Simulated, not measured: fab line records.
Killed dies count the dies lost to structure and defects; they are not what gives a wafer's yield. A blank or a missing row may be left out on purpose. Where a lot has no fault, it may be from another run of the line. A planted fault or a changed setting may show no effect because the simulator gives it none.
Matching of chambers	flow n5Finfet	3 sister chambers for N5_BEOL_M3_ALD_84 on aldMetal-02
The step deposits TaN, pulse time 2 s, purge time 3 s, co reactant purge time 2 s. 18 wafers are shown with their chamber, then 6 later ones without.

## WAFERS, EACH WITH ITS CHAMBER
wafer	chamber	heaterPowerW (W)
L075.1	0	362
L075.4	2	332
L075.6	3	444
L076.2	3	426
L076.3	0	360
L076.6	0	359
L081.1	0	371
L081.4	0	362
L081.6	2	335
L082.1	3	437
L082.3	0	365
L082.6	0	358
L083.1	0	361
L083.2	3	439
L083.3	2	334
L086.1	3	432
L086.4	0	357
L086.5	3	448

SIGNATURES, as means of the wafers listed above
reading	chamber 0	chamber 2	chamber 3	scatter within a chamber
heaterPowerW	361.67	333.67	437.67	5.57
Rule: for each reading, subtract the chamber's mean from the wafer's reading, divide by that reading's scatter and square the result; add these up over the readings and take the root, which gives the wafer's distance from the chamber. The wafer belongs to the nearest chamber; if the next one is less than 2 further off, it can't be placed. The scatter: the root of (the sum of the squares of (reading less its chamber's mean) over the shown wafers, divided by (wafers less chambers)).

## WAFERS MISSING THEIR CHAMBER
wafer	heaterPowerW (W)
L091.1	448
L094.5	439
L094.6	368
L097.1	331
L097.3	430
L097.4	359

## WHICH CHAMBER EACH ONE RAN IN
wafer	from the rows above	in truth
L091.1	3	3
L094.5	3	3
L094.6	0	0
L097.1	2	2
L097.3	3	3
L097.4	0	0
6 of 6 placed correctly. Left unplaced by these rows: 0. Number placed wrongly: 0.
